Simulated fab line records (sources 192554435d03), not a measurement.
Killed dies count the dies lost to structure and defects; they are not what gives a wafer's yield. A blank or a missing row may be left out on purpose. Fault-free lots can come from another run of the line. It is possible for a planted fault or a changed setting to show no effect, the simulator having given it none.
Problem report in the 8D (eight disciplines) form, filled by code / flow n5 finfet / the parts of the form that need people (team, actions taken, sign-off) are left out

1. THE PROBLEM
rf fwd power W at N5_BEOL_M8_ETCH_66 reads a mean of 634 W on 6 wafers of 2 lots; wafers without a fault read 835 W with a standard deviation of 3.1. That is -65 standard deviations from the usual mean.
The step: etches SOC in N2/H2, target depth 80 nm, overetch 16 nm, time 120 s.
Seen first at day 11 21:50 on rie diel-01, wafer L819.1. The record holds 30 wafers of 10 lots with a number at this step. The rule behind "out" and "out of limits": a value lying over 4 standard deviations away from the usual mean. All remaining wafers that have a number are taken as sound.

2. WHAT IT IS, AND WHAT IT ISN'T
question=which readings at this step | is=rf fwd power W, rf vpp V | is not=drypump motor current A, oes product au, showerhead plenum p Torr, throttle valve pct
question=which lots | is=L818, L819 | is not=L811, L814, L815, L825, L826, L828, L831, L832
question=which wafers of those lots | is=all that have a number | is not=-
question=read on which tools | is=rie diel-01 | is not=rie diel-05, rie diel-06
question=when | is=from day 11 21:50 | is not=up to then (9 sound wafers); but 15 sound wafers of L825, L826, L828, L831, L832 came after

3. THE SUSPECTS, EACH WITH WHAT RULES IT OUT
Counting: a tool at a process step up to the reading stays a suspect if it ran every lot that is out and no sound lot after the first of them.
- rie diel-01 at N5_BEOL_M8_STRIP_67 (strips in CF4): ruled out as a lasting fault. Following L818 (day 11 19:54), the first lot on it that is out, the sound lots L832 were run on it.
- rie diel-01 at N5_BEOL_M8_ETCH_66 (etches SOC in N2/H2, target depth 80 nm, overetch 16 nm, time 120 s): ruled out as a lasting fault. Following L819 (day 11 21:50), the first lot on it that is out, the sound lots L828 were run on it.
Left after counting: nothing in the record.

4. THE CAUSE (what the simulator had put in)
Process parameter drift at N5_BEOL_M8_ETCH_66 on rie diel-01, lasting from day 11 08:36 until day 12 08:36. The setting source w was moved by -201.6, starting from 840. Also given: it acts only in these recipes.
Counting ruled it out, wrongly.

5. THE EFFECT CHAIN, in route order
Each row: a reading whose mean over the struck wafers that have a number lies more than 3 standard deviations from the usual. Only readings whose record carries a usual standard deviation are examined. hours: median over the lots of the time between each lot's start at the first step of this table that gives one and its start at this step. sigmas: the change, counted in usual standard deviations.
hours=0; step=N5_BEOL_M8_ETCH_66; reading=rf fwd power W; usual=835 W; on struck wafers=634; change=-201; sigmas=-65
hours=0; step=N5_BEOL_M8_ETCH_66; reading=rf vpp V; usual=523.6 V; on struck wafers=575.2; change=+51.6; sigmas=+18
Its process steps:
- N5_BEOL_M8_ETCH_66: etches SOC in N2/H2, target depth 80 nm, overetch 16 nm, time 120 s.

6. HOW IT WOULD HAVE BEEN CAUGHT EARLIER
13 hours passed between the start of the fault at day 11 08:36 and the first reading out of limits in this record, taken at day 11 21:50.
